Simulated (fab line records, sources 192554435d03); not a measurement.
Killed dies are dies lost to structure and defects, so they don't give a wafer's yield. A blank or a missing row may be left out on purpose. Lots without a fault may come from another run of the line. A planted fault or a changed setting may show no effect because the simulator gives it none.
Which tool did it? | flow n5_finfet | 24 lots, 72 wafers sampled, at 5 steps of a route of 1938

WHAT THE GAUGES READ, wafer by wafer
N5_BEOL_M15_INSPECT_55: inspects for defects (darkfield).
lot  | measured     | on                | raw_defect_count
L074 | day 12 17:38 | defect_inspect-02 | 84 32 66
L075 | day 13 02:43 | defect_inspect-01 | 118 43 56
L077 | day 13 03:26 | defect_inspect-02 | 65 107 93
L076 | day 13 06:43 | defect_inspect-01 | 27 62 65
L079 | day 13 07:00 | defect_inspect-01 | 58 73 75
L078 | day 13 09:50 | defect_inspect-02 | 74 62 69
L080 | day 13 22:55 | defect_inspect-02 | 81 51 87
L081 | day 14 03:19 | defect_inspect-01 | 91 93 131
L082 | day 14 08:02 | defect_inspect-02 | 81 106 75
L084 | day 14 12:33 | defect_inspect-01 | 82 65 49
L083 | day 14 21:07 | defect_inspect-02 | 81 123 83
L086 | day 15 15:32 | defect_inspect-01 | 70 62 55
L085 | day 16 05:22 | defect_inspect-02 | 108 44 44
L087 | day 16 07:34 | defect_inspect-02 | 115 71 86
L090 | day 16 19:25 | defect_inspect-02 | 94 53 93
L089 | day 16 23:08 | defect_inspect-02 | 61 54 41
L088 | day 17 01:05 | defect_inspect-02 | 52 53 69
L092 | day 17 11:11 | defect_inspect-02 | 56 62 65
L091 | day 17 15:00 | defect_inspect-02 | 93 94 83
L094 | day 18 01:11 | defect_inspect-02 | 54 51 77
L093 | day 18 01:55 | defect_inspect-01 | 51 85 43
L095 | day 18 04:41 | defect_inspect-02 | 89 53 61
L096 | day 18 10:55 | defect_inspect-02 | 76 110 109
L097 | day 18 15:43 | defect_inspect-02 | 59 54 53

N5_MIM_TOP_LITHO_INSPECT_12: inspects for defects (macro).
lot  | measured     | on                | raw_defect_count
L074 | day 12 21:07 | defect_inspect-01 | 4 0 1
L075 | day 13 06:26 | defect_inspect-02 | 2 1 1
L077 | day 13 08:16 | defect_inspect-01 | 5 2 3
L076 | day 13 09:31 | defect_inspect-02 | 1 2 4
L079 | day 13 14:15 | defect_inspect-01 | 3 1 2
L078 | day 13 16:01 | defect_inspect-01 | 4 3 2
L080 | day 14 05:11 | defect_inspect-02 | 2 1 1
L081 | day 14 10:07 | defect_inspect-02 | 3 2 0
L082 | day 14 11:35 | defect_inspect-01 | 3 2 1
L084 | day 14 16:11 | defect_inspect-01 | 3 2 2
L083 | day 15 00:11 | defect_inspect-01 | 2 1 3
L086 | day 15 20:41 | defect_inspect-01 | 1 1 6
L085 | day 16 10:10 | defect_inspect-01 | 3 0 4
L087 | day 16 11:24 | defect_inspect-01 | 3 1 0
L090 | day 16 23:17 | defect_inspect-01 | 5 1 1
L089 | day 17 03:20 | defect_inspect-01 | 3 2 4
L088 | day 17 04:54 | defect_inspect-01 | 3 3 5
L092 | day 17 16:48 | defect_inspect-01 | 2 0 4
L091 | day 17 19:12 | defect_inspect-01 | 4 0 2
L094 | day 18 06:02 | defect_inspect-01 | 4 2 1
L093 | day 18 06:27 | defect_inspect-01 | 3 1 1
L095 | day 18 08:44 | defect_inspect-01 | 2 1 3
L096 | day 18 17:28 | defect_inspect-01 | 4 2 3
L097 | day 18 19:47 | defect_inspect-02 | 4 2 4

N5_PASSIVATION_INSPECT_64: inspects for defects (macro).
lot  | measured     | on                | raw_defect_count
L074 | day 13 02:10 | defect_inspect-01 | 1 1 0
L075 | day 13 15:40 | defect_inspect-01 | 3 1 1
L077 | day 13 16:14 | defect_inspect-01 | 1 1 5
L076 | day 13 17:30 | defect_inspect-01 | 1 0 1
L079 | day 13 20:05 | defect_inspect-02 | 3 4 3
L078 | day 13 20:55 | defect_inspect-02 | 0 0 6
L080 | day 14 11:14 | defect_inspect-02 | 3 1 0
L081 | day 14 15:49 | defect_inspect-02 | 2 1 0
L082 | day 14 16:52 | defect_inspect-02 | 0 1 3
L084 | day 14 20:47 | defect_inspect-02 | 2 2 1
L083 | day 15 04:55 | defect_inspect-01 | 6 2 2
L086 | day 16 04:30 | defect_inspect-01 | 2 5 2
L085 | day 16 17:37 | defect_inspect-01 | 3 2 2
L087 | day 16 17:27 | defect_inspect-02 | 3 0 1
L090 | day 17 04:01 | defect_inspect-02 | 3 1 4
L089 | day 17 08:42 | defect_inspect-02 | 3 3 1
L088 | day 17 09:23 | defect_inspect-02 | 1 3 1
L092 | day 18 00:55 | defect_inspect-02 | 5 1 2
L091 | day 18 00:34 | defect_inspect-01 | 2 1 4
L094 | day 18 10:52 | defect_inspect-01 | 1 2 1
L093 | day 18 11:13 | defect_inspect-02 | 1 2 3
L095 | day 18 17:27 | defect_inspect-02 | 5 2 2
L096 | day 18 22:35 | defect_inspect-02 | 2 3 1
L097 | day 19 02:55 | defect_inspect-01 | 4 1 0

WHICH TOOL RAN EACH LOT (tool, then ch and the chambers of the sampled wafers, then the start)
lot  | N5_MIM_TOP_ETCH_ETCH_00           | N5_MIM_BOT_ETCH_ETCH_04
L074 | rie_metal-01 ch 0,1, day 12 21:34 | rie_diel-04 ch 0,1,3, day 12 22:40
L075 | rie_metal-02 ch 0,1, day 13 06:33 | rie_diel-02 ch 1,3, day 13 07:35
L077 | rie_metal-02 ch 0,1, day 13 08:30 | rie_diel-02 ch 0,1,3, day 13 09:22
L076 | rie_metal-02 ch 0,1, day 13 09:38 | rie_diel-02 ch 0,3, day 13 10:22
L079 | rie_metal-01 ch 0,1, day 13 14:25 | rie_diel-03 ch 1,2, day 13 15:30
L078 | rie_metal-03 ch 0,1, day 13 16:08 | rie_diel-04 ch 0,2,3, day 13 16:55
L080 | rie_metal-01 ch 0,1, day 14 05:18 | rie_diel-02 ch 1,2,3, day 14 06:14
L081 | rie_metal-03 ch 0,1, day 14 10:24 | rie_diel-02 ch 1,3, day 14 11:12
L082 | rie_metal-02 ch 0, day 14 11:43   | rie_diel-03 ch 1,2,3, day 14 12:33
L084 | rie_metal-01 ch 0,1, day 14 16:21 | rie_diel-03 ch 0,2,3, day 14 17:10
L083 | rie_metal-02 ch 0,1, day 15 00:18 | rie_diel-02 ch 0,2,3, day 15 01:04
L086 | rie_metal-02 ch 0,1, day 15 20:58 | rie_diel-04 ch 0,1,3, day 15 21:56
L085 | rie_metal-03 ch 0,1, day 16 10:20 | rie_diel-03 ch 0,1,3, day 16 11:01
L087 | rie_metal-02 ch 0,1, day 16 11:31 | rie_diel-02 ch 0,1, day 16 12:14
L090 | rie_metal-03 ch 0,1, day 16 23:25 | rie_diel-02 ch 0,1,3, day 17 00:15
L089 | rie_metal-03 ch 0,1, day 17 03:37 | rie_diel-02 ch 0,3, day 17 04:27
L088 | rie_metal-01 ch 0,1, day 17 05:01 | rie_diel-03 ch 0,1, day 17 05:53
L092 | rie_metal-02 ch 0,1, day 17 17:16 | rie_diel-03 ch 0,1, day 17 18:00
L091 | rie_metal-02 ch 0,1, day 17 19:22 | rie_diel-03 ch 0,1, day 17 20:05
L094 | rie_metal-03 ch 0, day 18 06:20   | rie_diel-03 ch 1,2, day 18 07:16
L093 | rie_metal-02 ch 0,1, day 18 06:41 | rie_diel-03 ch 1,2,3, day 18 07:32
L095 | rie_metal-01 ch 0, day 18 09:13   | rie_diel-02 ch 0,2,3, day 18 10:19
L096 | rie_metal-01 ch 0, day 18 17:35   | rie_diel-03 ch 1,3, day 18 18:40
L097 | rie_metal-03 ch 0,1, day 18 20:05 | rie_diel-02 ch 0,3, day 18 20:55
- N5_MIM_TOP_ETCH_ETCH_00: etches TiN in Cl2/BCl3, target depth 38.5 nm.
- N5_MIM_BOT_ETCH_ETCH_04: etches SiNx in CF4/O2, target depth 26 nm, time 13 s.

WHAT THE TOOLS THEMSELVES READ (means of the sampled wafers that have a number; where no wafer has one, the mark that the record gives instead)
N5_MIM_TOP_ETCH_ETCH_00.
lot  | tool         | bias_w (W) | drypump_motor_current_A (A) | oes_product_au (a.u.) | throttle_valve_pct (%)
L074 | rie_metal-01 | 125.7      | 5.8                         | 0.70                  | 22.91
L075 | rie_metal-02 | 126.0      | 5.3                         | 0.81                  | 22.79
L077 | rie_metal-02 | 126.4      | 5.3                         | 0.81                  | 22.78
L076 | rie_metal-02 | 126.1      | 5.6                         | 0.87                  | 22.69
L079 | rie_metal-01 | 125.7      | 5.8                         | 0.70                  | 22.92
L078 | rie_metal-03 | 125.6      | 5.8                         | 0.77                  | 22.94
L080 | rie_metal-01 | 125.9      | 5.8                         | 0.70                  | 22.92
L081 | rie_metal-03 | 126.0      | 6.1                         | 0.77                  | 23.09
L082 | rie_metal-02 | 125.6      | 5.1                         | 0.74                  | 22.87
L084 | rie_metal-01 | 126.4      | 5.7                         | 0.68                  | 22.82
L083 | rie_metal-02 | 125.9      | 5.3                         | 0.81                  | 22.79
L086 | rie_metal-02 | 126.2      | 5.3                         | 0.80                  | 22.78
L085 | rie_metal-03 | 125.9      | 6.1                         | 0.76                  | 23.09
L087 | rie_metal-02 | 125.8      | 5.3                         | 0.80                  | 22.79
L090 | rie_metal-03 | 125.7      | 6.1                         | 0.76                  | 23.10
L089 | rie_metal-03 | 126.3      | 5.8                         | 0.76                  | 22.96
L088 | rie_metal-01 | 126.0      | 5.7                         | 0.68                  | 22.83
L092 | rie_metal-02 | 126.3      | 5.6                         | 0.84                  | 22.71
L091 | rie_metal-02 | 126.4      | 5.3                         | 0.78                  | 22.79
L094 | rie_metal-03 | 125.5      | 6.4                         | 0.76                  | 23.26
L093 | rie_metal-02 | 125.8      | 5.3                         | 0.78                  | 22.80
L095 | rie_metal-01 | 126.1      | 5.5                         | 0.65                  | 22.73
L096 | rie_metal-01 | 125.9      | 5.5                         | 0.65                  | 22.72
L097 | rie_metal-03 | 125.7      | 5.8                         | 0.75                  | 22.96

N5_MIM_BOT_ETCH_ETCH_04.
lot  | tool        | bias_w (W) | drypump_motor_current_A (A) | oes_f_703_au (a.u.) | oes_product_au (a.u.) | rf_vpp_V (V) | showerhead_plenum_p_Torr (Torr) | throttle_valve_pct (%)
L074 | rie_diel-04 | 49.06      | 5.7                         | 0.83                | 0.84                  | 241          | 2.14                            | 15.89
L075 | rie_diel-02 | 48.96      | 5.6                         | 0.76                | 0.74                  | 241          | 2.13                            | 15.94
L077 | rie_diel-02 | 49.21      | 5.8                         | 0.81                | 0.82                  | 241          | 2.15                            | 15.90
L076 | rie_diel-02 | 49.06      | 6.0                         | 0.87                | 0.89                  | 243          | 2.17                            | 15.86
L079 | rie_diel-03 | 49.17      | 6.0                         | 0.73                | 0.74                  | 249          | 2.26                            | 15.91
L078 | rie_diel-04 | 48.93      | 5.9                         | 0.78                | 0.80                  | 243          | 2.16                            | 15.96
L080 | rie_diel-02 | 48.95      | 5.8                         | 0.72                | 0.71                  | 238          | 2.18                            | 16.03
L081 | rie_diel-02 | 48.94      | 5.6                         | 0.76                | 0.74                  | 241          | 2.13                            | 15.97
L082 | rie_diel-03 | 49.12      | 6.1                         | 0.76                | 0.77                  | 242          | 2.27                            | 15.86
L084 | rie_diel-03 | 49.09      | 6.1                         | 0.74                | 0.73                  | 240          | 2.28                            | 15.94
L083 | rie_diel-02 | 49.11      | 5.9                         | 0.77                | 0.77                  | 239          | 2.20                            | 16.00
L086 | rie_diel-04 | 49.15      | 5.7                         | 0.80                | 0.81                  | 240          | 2.13                            | 15.94
L085 | rie_diel-03 | 49.07      | 6.1                         | 0.77                | 0.76                  | 235          | 2.27                            | 15.95
L087 | rie_diel-02 | 48.83      | 5.6                         | 0.84                | 0.87                  | 244          | 2.15                            | 15.95
L090 | rie_diel-02 | 48.99      | 5.8                         | 0.88                | 0.89                  | 242          | 2.14                            | 15.79
L089 | rie_diel-02 | 49.01      | 5.9                         | 0.92                | 0.94                  | 243          | 2.16                            | 15.76
L088 | rie_diel-03 | 48.99      | 6.2                         | 0.75                | 0.76                  | 239          | 2.24                            | 16.01
L092 | rie_diel-03 | 49.03      | 6.2                         | 0.74                | 0.75                  | 238          | 2.24                            | 16.02
L091 | rie_diel-03 | 49.06      | 6.2                         | 0.74                | 0.75                  | 239          | 2.24                            | 16.02
L094 | rie_diel-03 | 48.98      | 6.0                         | 0.86                | 0.88                  | 249          | 2.24                            | 15.68
L093 | rie_diel-03 | 48.94      | 6.1                         | 0.81                | 0.83                  | 242          | 2.26                            | 15.76
L095 | rie_diel-02 | 49.13      | 5.9                         | 0.92                | 0.92                  | 239          | 2.19                            | 15.73
L096 | rie_diel-03 | 48.98      | 6.1                         | 0.77                | 0.75                  | 234          | 2.27                            | 15.84
L097 | rie_diel-02 | 49.00      | 6.0                         | 0.89                | 0.90                  | 243          | 2.16                            | 15.80

THE ANSWER, worked out from the rows above alone
Rule: what is usual is taken from the lots themselves. Put in order of their means at a reading, lots are off if they are a third of the lots or fewer, leave a main group of 4 or more, and stand apart from it by a gap of 3 or more times the standard deviation of the main group's means; of several such gaps the widest counts. A main group whose means are all the same, to the digits that the tables above print for the reading, isn't used. A lot without any number at a reading at which 4 lots or more have one is off too. The other lots that the step has rows for count as sound. The gauges are gone through in route order, then the tools' own readings, and for those a lot's mean is taken as printed above. The first step at which some lot is off is used, and at that step the reading that is off furthest; a lot without a number counts as furthest.
No lot is off at any reading shown: from this, nothing can be told.

WHAT THE SIMULATOR HAD PUT IN
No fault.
